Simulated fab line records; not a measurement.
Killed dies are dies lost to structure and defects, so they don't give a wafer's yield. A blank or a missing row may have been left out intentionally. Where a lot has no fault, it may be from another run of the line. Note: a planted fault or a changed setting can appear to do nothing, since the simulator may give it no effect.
fab line records	flow n5Finfet
record lots=6	wafers=18	lastDay=18
route steps=1938 shown SD_EPI_P@302
lots that met no fault: taken from a fault-free run of the same line
startH: start of the lot's first displayed wafer, in hours after the record's first day	waitH: hours elapsed since this lot's preceding step	" identical to the entry in the row above	L1.1+2: several wafers, shown together as one row	- value missing, or start not given	* or withheld: withheld	< > ~ a bound
route shown NAME@n: NAME is a module with steps in the file, n the number in the route of the first one	usual: average and standard deviation across the fault-free wafers	same: alike in all rows	chamber/n: place in a boat	sites: the reading at each site	_std_site: standard deviation across them	_edge_site: outer sites' mean less inner sites'	radiusMm: how far each site lies from the wafer's centre	mask NAME#n: copy n	behind: the last tool/chamber to shape the wafer	hold: reason for holding the lot/hours on hold/outcome of the hold	device: transistor that didn't switch, given as n, p or np	end of line: tests of these same wafers at the route's end	a step without rows: its recipe alone	killed: dies that structure and defects cost at the first sort, which is not the same as the wafer's yield	map: the dies of a wafer, with x for killed, . for not killed, _ for no die there
set.NAME: setting as actually run; set.NAME@STEP: the setting as run at that earlier step	model.NAME: the simulator's own value behind a step, which no gauge read
lots at selected steps of the route; one table per step, one row per wafer
services: the hour from which a tool's chamber was out of use, counted from the record's first day as startH (under 0 if before that day), plus the number of hours and why
## steps
# step N5_SD_EPI_P_DEVELOP_08
# recipe developTimeS=30	developer=TMAH	resist=CAR-ArF-block	devTempC=23	rinseLiquid=diw	dry=airSpin
# step N5_SD_EPI_P_CD_MEAS_09
# recipe targetCdNm=240	landingEnergyEv=500	detector=seInlens
# usual cdNm=239.2/0.92
lot.wafer	tool	chamber	startH	waitH	cdNm
L685.1	cdSem-02	0	55.28	-	240.6
L685.2	"	0	"	"	240.0
L685.4	"	0	"	"	241.0
L692.1	cdSem-02	0	99.92	-	238.0
L692.3	"	0	"	"	238.1
L692.5	"	0	"	"	237.8
L696.1	cdSem-03	0	128.38	-	240.1
L696.2	"	0	"	"	239.9
L696.3	"	0	"	"	240.5
L702.1	cdSem-02	0	153.70	-	241.1
L702.2	"	0	"	"	239.3
L702.5	"	0	"	"	238.9
L704.2	cdSem-03	0	167.64	-	238.3
L704.3	"	0	"	"	238.0
L704.5	"	0	"	"	238.9
L707.1	cdSem-02	0	189.70	-	238.6
L707.4	"	0	"	"	239.7
L707.6	"	0	"	"	239.0
# step N5_SD_EPI_P_OVL_MEAS_10
# recipe pointsPerWafer=44
# usual SD_P_BLK_OVL=0.2/0.68
lot.wafer	tool	chamber	startH	waitH	SD_P_BLK_OVL[nm]
L685.1	overlay-02	0	55.31	0.0	0.2
L685.2	"	0	"	"	-0.5
L685.4	"	0	"	"	0.0
L692.1	overlay-02	0	99.95	0.0	-0.6
L692.3	"	0	"	"	-0.5
L692.5	"	0	"	"	-0.5
L696.1	overlay-02	0	128.41	0.0	-1.3
L696.2	"	0	"	"	-0.1
L696.3	"	0	"	"	-0.5
L702.1	overlay-02	0	153.73	0.0	-0.3
L702.2	"	0	"	"	0.5
L702.5	"	0	"	"	-0.1
L704.2	overlay-02	0	167.67	0.0	0.9
L704.3	"	0	"	"	0.5
L704.5	"	0	"	"	0.9
L707.1	overlay-01	0	189.73	0.0	-0.3
L707.4	"	0	"	"	0.4
L707.6	"	0	"	"	0.5
# step N5_SD_EPI_P_INSPECT_11
# recipe mode=adi	inspectInstrument=macro
# usual rawDefectCount=2.0/1.4
lot.wafer	tool	chamber	startH	waitH	rawDefectCount
L685.1	defectInspect-01	-	55.34	0.0	2
L685.2	"	-	"	"	3
L685.4	"	-	"	"	0
L692.1	defectInspect-02	-	99.97	0.0	3
L692.3	"	-	"	"	0
L692.5	"	-	"	"	3
L696.1	defectInspect-02	-	128.43	0.0	4
L696.2	"	-	"	"	1
L696.3	"	-	"	"	2
L702.1	defectInspect-01	-	153.75	0.0	3
L702.2	"	-	"	"	2
L702.5	"	-	"	"	2
L704.2	defectInspect-01	-	167.70	0.0	1
L704.3	"	-	"	"	0
L704.5	"	-	"	"	3
L707.1	defectInspect-02	-	189.75	0.0	1
L707.4	"	-	"	"	2
L707.6	"	-	"	"	4
# step N5_SD_EPI_P_DESCUM_14
# recipe chemistry=O2	timeS=7.9	sourcePowerW=50	biasPowerW=20	pressureMtorr=20	rfFrequencyHz=2.712e+07	tempC=40	resist=CAR-ArF-block	o2FlowSccm=225
# usual drypumpMotorCurrentA=5.9/0.45	o2FlowSccm=225.0/0.61	oesProductAu=0.76/0.06	rfFwdPowerW=49.37/0.22	rfVppV=243.2/1.5	showerheadPlenumPTorr=2.08/0.089	throttleValvePct=20.4/0.37
lot.wafer	tool	chamber	startH	waitH	drypumpMotorCurrentA	o2FlowSccm	oesProductAu	rfFwdPowerW	rfHoursCounterH	rfVppV	showerheadPlenumPTorr	throttleValvePct
L685.1	rieDiel-06	2	55.43	0.1	5.6	224.4	0.73	49.30	206	242.1	2.06	20.9
L685.2	"	3	"	"	5.9	225.2	0.81	49.91	88	240.7	1.93	20.0
L685.4	"	0	"	"	6.5	224.6	0.78	49.32	-	241.6	2.01	20.1
L692.1	rieDiel-06	2	100.00	0.0	5.6	223.7	0.72	49.42	220	242.0	2.06	20.9
L692.3	"	3	"	"	5.8	225.4	0.80	49.74	102	241.2	1.93	20.0
L692.5	"	0	"	"	6.6	225.8	0.76	49.19	-	242.0	2.01	20.1
L696.1	rieDiel-03	2	128.56	0.1	6.2	225.5	0.71	49.27	184	244.6	2.13	20.3
L696.2	"	1	"	"	6.8	225.1	0.69	49.32	186	242.7	2.00	20.8
L696.3	"	0	"	"	5.7	225.0	0.77	49.26	137	245.0	2.19	20.8
L702.1	rieDiel-03	3	154.01	0.3	5.8	226.1	0.80	49.42	101	241.8	2.00	19.9
L702.2	"	0	"	"	5.7	225.3	0.77	49.18	145	245.2	2.19	20.8
L702.5	"	3	"	"	5.8	225.6	0.80	49.29	-	242.1	2.00	19.9
L704.2	rieDiel-06	3	167.78	0.1	5.9	226.0	0.79	49.47	122	241.2	1.92	20.0
L704.3	"	2	"	"	5.7	224.0	0.71	49.44	241	242.2	2.05	20.9
L704.5	"	1	"	"	6.5	224.9	0.89	50.12	-	245.6	2.20	20.1
L707.1	rieDiel-06	3	189.78	0.0	5.9	224.6	0.78	49.70	128	239.4	1.92	20.0
L707.4	"	1	"	"	6.5	225.1	0.88	49.49	36	246.4	2.19	20.2
L707.6	"	2	"	"	5.6	224.9	0.70	49.23	-	242.9	2.05	21.0
# step N5_SD_EPI_P_ETCH_36
# recipe chemistry=CF4	target=SiARC	targetDepthA=455	maskMaterial=CAR-ArF-block	timeS=75.8	ionEnergyEv=80	pressureMtorr=40	sourceW=545	biasW=36	Ar_flow_sccm=100	cf4FlowSccm=100	ends=cleared
# step N5_SD_EPI_P_ETCH_37
# recipe chemistry=N2/H2	target=SOC	overetchA=1080	maskMaterial=SiARC	tempC=40	ionEnergyEv=100	sourceW=3000	biasW=133	pressureMtorr=20	timeS=486	n2FlowSccm=200	h2FlowSccm=200	ends=endPoint
# usual drypumpMotorCurrentA=6.0/0.45	oesProductAu=0.68/0.05	rfFwdPowerW=2996/8.7	rfVppV=240.6/1.6	showerheadPlenumPTorr=2.53/0.11	throttleValvePct=23.9/0.34
lot.wafer	tool	chamber	startH	waitH	drypumpMotorCurrentA	oesProductAu	rfFwdPowerW	rfHoursCounterH	rfVppV	showerheadPlenumPTorr	throttleValvePct
L685.1	rieDiel-06	2	55.52	0.0	5.6	0.65	3001	207	239.4	2.49	24.2
L685.2	"	3	"	"	5.9	0.72	3003	88	239.0	2.36	23.6
L685.4	"	0	"	"	6.5	0.69	2992	-	239.9	2.44	23.4
L692.1	rieDiel-06	2	100.10	0.0	5.6	0.64	3004	220	239.8	2.48	24.2
L692.3	"	3	"	"	5.9	0.70	3003	102	237.7	2.36	23.6
L692.5	"	0	"	"	6.5	0.68	2984	-	240.1	2.44	23.5
L696.1	rieDiel-03	2	128.66	0.0	6.2	0.64	2997	184	241.1	2.63	23.6
L696.2	"	1	"	"	6.8	0.63	2990	186	239.2	2.41	24.0
L696.3	"	0	"	"	5.8	0.68	2988	137	240.4	2.65	24.3
L702.1	rieDiel-03	3	154.10	0.0	5.8	0.71	2982	101	240.1	2.47	23.6
L702.2	"	0	"	"	5.8	0.68	2985	145	240.9	2.65	24.3
L702.5	"	3	"	"	5.8	0.71	2991	-	241.0	2.47	23.6
L704.2	rieDiel-06	3	167.87	0.0	5.9	0.69	2991	122	238.1	2.35	23.7
L704.3	"	2	"	"	5.6	0.62	2987	241	239.9	2.47	24.2
L704.5	"	1	"	"	6.5	0.79	3006	-	242.8	2.71	23.8
L707.1	rieDiel-06	3	189.87	0.0	5.9	0.69	3005	128	239.1	2.35	23.7
L707.4	"	1	"	"	6.5	0.79	3005	36	242.8	2.71	23.8
L707.6	"	2	"	"	5.6	0.62	2996	-	240.9	2.47	24.2
# step N5_SD_EPI_P_STRIP_38
# recipe chemistry=N2/H2	tempC=40	n2FlowSccm=200	h2FlowSccm=200	rfFrequencyHz=6e+07
# step N5_SD_EPI_P_ETCHBACK_46
# recipe chemistry=CH3F/O2	mode=anisotropicEtchback	target=SiNx	targetDepthA=175	stopOn=SiO2	overEtchFrac=0.3	ionEnergyEv=120	pressureMtorr=30	sourceW=395	biasW=73	Ar_flow_sccm=150	CH3F_flow_sccm=30	O2_flow_sccm=20
# usual drypumpMotorCurrentA=5.9/0.44	mfcArSccm=150.0/0.49	oesProductAu=0.65/0.047	rfFwdPowerW=393.3/1.2	rfVppV=296/9.4	showerheadPlenumPTorr=2.00/0.081	throttleValvePct=16.45/0.29
lot.wafer	tool	chamber	startH	waitH	drypumpMotorCurrentA	mfcArSccm	oesProductAu	rfFwdPowerW	rfHoursCounterH	rfVppV	showerheadPlenumPTorr	throttleValvePct
L685.1	rieDiel-06	2	55.85	0.0	5.6	149.5	0.62	391.8	207	299	1.99	16.87
L685.2	"	3	"	"	5.9	150.4	0.68	393.4	89	283	1.87	16.04
L685.4	"	0	"	"	6.6	150.1	0.67	392.4	-	286	1.92	16.06
L692.1	rieDiel-06	2	100.42	0.0	5.6	150.1	0.61	392.8	220	299	1.98	16.88
L692.3	"	3	"	"	5.9	151.0	0.67	394.4	102	283	1.86	16.05
L692.5	"	0	"	"	6.5	149.5	0.65	393.6	-	286	1.92	16.08
L696.1	rieDiel-03	2	128.98	0.0	6.2	150.1	0.61	394.6	184	321	2.07	16.52
L696.2	"	1	"	"	6.8	149.8	0.60	391.0	186	293	1.91	16.71
L696.3	"	0	"	"	5.7	149.7	0.66	393.3	137	304	2.09	16.65
L702.1	rieDiel-03	3	154.42	0.0	5.8	149.3	0.67	393.6	101	293	1.95	16.10
L702.2	"	0	"	"	5.7	150.6	0.65	392.4	145	303	2.08	16.67
L702.5	"	3	"	"	5.8	149.8	0.67	393.0	-	294	1.95	16.10
L704.2	rieDiel-06	3	168.19	0.0	5.8	150.7	0.66	395.3	122	284	1.86	16.10
L704.3	"	2	"	"	5.6	149.9	0.59	392.4	242	299	1.97	16.94
L704.5	"	1	"	"	6.5	150.5	0.76	393.9	-	298	2.13	16.28
L707.1	rieDiel-06	3	190.20	0.0	5.9	149.6	0.66	394.4	128	284	1.85	16.10
L707.4	"	1	"	"	6.5	150.2	0.75	395.7	36	301	2.13	16.28
L707.6	"	2	"	"	5.6	149.2	0.59	394.1	-	299	1.97	16.93
# step N5_SD_EPI_P_ETCH_47
# recipe chemistry=CH3F/O2	target=SiOCN	targetDepthA=250	maskMaterial=SOC	ionEnergyEv=60	biasW=29	pressureMtorr=30	sourceW=410	Ar_flow_sccm=150	CH3F_flow_sccm=30	O2_flow_sccm=20
# usual drypumpMotorCurrentA=5.9/0.44	mfcArSccm=150.0/0.39	oesProductAu=0.76/0.059	rfFwdPowerW=408.0/1.3	rfVppV=127/3.9	showerheadPlenumPTorr=2.00/0.081	throttleValvePct=16.42/0.29
lot.wafer	tool	chamber	startH	waitH	drypumpMotorCurrentA	mfcArSccm	oesProductAu	rfFwdPowerW	rfHoursCounterH	rfVppV	showerheadPlenumPTorr	throttleValvePct
L685.1	rieDiel-06	2	55.95	0.1	5.6	150.0	0.73	407.6	207	128	1.99	16.82
L685.2	"	3	"	"	5.9	149.3	0.82	410.1	89	122	1.87	16.00
L685.4	"	0	"	"	6.5	149.5	0.78	405.7	-	124	1.92	16.04
L692.1	rieDiel-06	2	100.52	0.1	5.7	149.9	0.72	407.5	220	128	1.98	16.88
L692.3	"	3	"	"	5.9	149.5	0.80	408.5	102	122	1.86	16.03
L692.5	"	0	"	"	6.5	150.0	0.77	407.9	-	123	1.92	16.05
L696.1	rieDiel-03	2	129.08	0.1	6.2	149.7	0.70	409.1	184	137	2.07	16.48
L696.2	"	1	"	"	6.8	150.1	0.70	407.5	186	126	1.91	16.68
L696.3	"	0	"	"	5.7	150.0	0.77	407.7	137	130	2.09	16.62
L702.1	rieDiel-03	3	154.52	0.1	5.8	150.1	0.80	408.4	101	126	1.95	16.08
L702.2	"	0	"	"	5.7	150.1	0.75	407.8	145	129	2.08	16.64
L702.5	"	3	"	"	5.8	149.9	0.79	407.7	-	126	1.95	16.09
L704.2	rieDiel-06	3	168.29	0.1	5.9	149.6	0.78	408.8	122	121	1.86	16.06
L704.3	"	2	"	"	5.6	150.1	0.70	406.3	242	128	1.97	16.91
L704.5	"	1	"	"	6.5	150.0	0.89	409.7	-	129	2.13	16.24
L707.1	rieDiel-06	3	190.30	0.1	5.8	150.5	0.77	410.5	128	121	1.85	16.07
L707.4	"	1	"	"	6.5	149.6	0.87	407.9	36	130	2.13	16.26
L707.6	"	2	"	"	5.6	150.1	0.69	408.6	-	128	1.97	16.93
# step N5_SD_EPI_P_ETCH_16
# recipe chemistry=CHF3/O2	target=SiO2	targetDepthA=50	maskMaterial=SOC	pressureMtorr=30	sourceW=650	biasW=170	Ar_flow_sccm=200	CHF3_flow_sccm=50	O2_flow_sccm=5	ionEnergyEv=200
# usual drypumpMotorCurrentA=5.9/0.44	mfcArSccm=200.0/0.55	oesProductAu=0.76/0.059	rfFwdPowerW=642.6/2.8	rfVppV=522/17	showerheadPlenumPTorr=2.41/0.096	throttleValvePct=19.00/0.3
lot.wafer	tool	chamber	startH	waitH	drypumpMotorCurrentA	mfcArSccm	oesProductAu	rfFwdPowerW	rfHoursCounterH	rfVppV	showerheadPlenumPTorr	throttleValvePct
L685.1	rieDiel-06	2	56.05	0.1	5.6	200.0	0.73	640.3	207	527	2.39	19.44
L685.2	"	3	"	"	5.8	200.4	0.81	647.7	89	497	2.26	18.59
L685.4	"	0	"	"	6.6	199.4	0.78	640.2	-	504	2.32	18.56
L692.1	rieDiel-06	2	100.62	0.1	5.6	199.6	0.72	639.7	220	529	2.39	19.47
L692.3	"	3	"	"	5.9	199.4	0.79	647.0	102	498	2.25	18.63
L692.5	"	0	"	"	6.5	200.3	0.77	639.5	-	503	2.31	18.57
L696.1	rieDiel-03	2	129.18	0.1	6.2	199.3	0.69	645.8	184	562	2.49	19.07
L696.2	"	1	"	"	6.8	200.0	0.71	639.9	186	515	2.31	19.23
L696.3	"	0	"	"	5.7	200.7	0.77	640.7	137	536	2.51	19.24
L702.1	rieDiel-03	3	154.62	0.1	5.9	199.2	0.80	645.3	101	516	2.35	18.63
L702.2	"	0	"	"	5.8	199.6	0.76	642.7	146	536	2.51	19.23
L702.5	"	3	"	"	5.9	199.3	0.80	645.3	-	516	2.35	18.62
L704.2	rieDiel-06	3	168.39	0.1	5.9	199.8	0.79	647.8	122	499	2.25	18.66
L704.3	"	2	"	"	5.6	200.7	0.70	639.3	242	527	2.38	19.51
L704.5	"	1	"	"	6.5	200.1	0.89	641.6	-	527	2.56	18.85
L707.1	rieDiel-06	3	190.40	0.1	5.9	200.2	0.78	643.7	128	498	2.24	18.68
L707.4	"	1	"	"	6.5	198.9	0.87	648.2	36	529	2.56	18.84
L707.6	"	2	"	"	5.6	199.8	0.70	641.6	-	527	2.38	19.50
# step N5_SD_EPI_P_STRIP_50
# recipe chemistry=CHF3/O2	resist=SiARC	rfFrequencyHz=6e+07
# step N5_SD_EPI_P_SD_RECESS_17
# recipe chemistry=HBr/Cl2/O2	targetDepthA=391	btTimeS=3	pressureMtorr=10	icpW=800	biasW=112	HBr_flow_sccm=150	Cl2_flow_sccm=80	O2_flow_sccm=12
# usual drypumpMotorCurrentA=5.7/0.46	oesProductAu=0.987/0.015	rfFwdPowerW=794.3/2.8	throttleValvePct=37.2/0.37
lot.wafer	tool	chamber	startH	waitH	drypumpMotorCurrentA	oesProductAu	rfFwdPowerW	rfHoursCounterH	throttleValvePct	model.SD_EPI_P.featureDepthNm	model.etch.depthNm
L685.1	rieSi-06	1	56.12	0.0	6.4	1.006	798.8	44	37.8	39.2	39.24
L685.2	"	0	"	"	5.9	0.961	796.1	161	36.9	37.6	37.57
L685.4	"	1	"	"	6.3	1.004	800.8	-	37.8	39.2	39.18
L692.1	rieSi-04	1	100.69	0.0	5.5	0.963	792.5	86	36.8	38.6	38.5
L692.3	"	0	"	"	5.5	0.990	792.0	110	37.2	39	38.94
L692.5	"	1	"	"	5.5	0.967	795.0	-	36.8	38.8	38.74
L696.1	rieSi-04	3	129.25	0.0	5.7	0.984	795.6	144	37.2	38.8	38.86
L696.2	"	0	"	"	5.5	0.999	793.3	110	37.2	39.4	39.37
L696.3	"	1	"	"	5.5	0.965	791.0	87	36.8	21.8	21.83
L702.1	rieSi-04	2	154.69	0.0	6.5	1.013	796.6	21	37.8	39.8	39.85
L702.2	"	1	"	"	5.5	0.975	795.4	87	36.8	22	22.08
L702.5	"	1	"	"	5.5	0.967	797.1	-	36.8	22	21.94
L704.2	rieSi-01	1	168.46	0.0	5.2	0.983	794.1	11	36.8	39	39.05
L704.3	"	0	"	"	5.0	0.995	795.7	149	36.9	38.6	38.66
L704.5	"	3	"	"	5.8	0.992	789.7	-	37.4	38	37.93
L707.1	rieSi-01	3	190.47	0.0	5.8	0.991	793.4	36	37.4	37.6	37.65
L707.4	"	1	"	"	5.2	0.990	788.9	11	36.8	39.8	39.82
L707.6	"	2	"	"	5.8	0.973	796.5	-	36.8	38.8	38.88
# step N5_SD_EPI_P_WET_ETCH_45
# recipe chemistry=dHF	dilution=withheld	timeS=10.7	target=SiO2	targetDepthA=20	tempC=25	dry=ipaMarangoni	rinseTimeS=30	rinseTempC=23
## services
tool	chamber	startH	hours	kind
rieSi-01	2	35.44	5.2	repair
rieDiel-06	1	38.20	-	clean
rieDiel-06	1	38.20	-	consumableReplace:focusRing
rieDiel-06	1	38.20	-	consumableReplace:showerhead
rieDiel-06	1	38.20	23.0	scheduledDown
rieDiel-06	1	38.20	23.0	ventCycle
rieSi-06	2	60.06	-	clean
rieSi-06	2	60.06	19.8	scheduledDown
rieSi-06	2	60.06	19.8	ventCycle
rieSi-04	3	66.80	8.6	repair
rieDiel-06	0	92.45	4.8	repair
rieSi-01	-	95.36	2.8	pm
rieDiel-03	2	140.26	5.8	repair
rieDiel-06	1	154.34	5.2	repair
## key
firstSign none at tools or gauges
modelEffect step=N5_SD_EPI_P_SD_RECESS_17	value=SD_EPI_P.featureDepthNm	without=39	struck=21.93
metAt N5_SD_EPI_P_SD_RECESS_17
struckWafers L696.3,L702.2,L702.5
testerLeftOut L696,L702
onsetBetween 100.69 129.25
fault kind=processParameterDrift	tool=rieSi-04	chamber=1	onsetH=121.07	steps=N5_SD_EPI_P_SD_RECESS_17	channel=targetDepthA	offset=-170.59	shape=step	endH=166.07	actsIn=theseRecipesOnly	stated=391
# testerLeftOut: of these lots the tester's yield and bins aren't shown, on N5 and GAA mostly nor the transistor test; their killed dies are dies lost to structure and defects alone, not to doping, threshold or leakage, so they don't give the yield
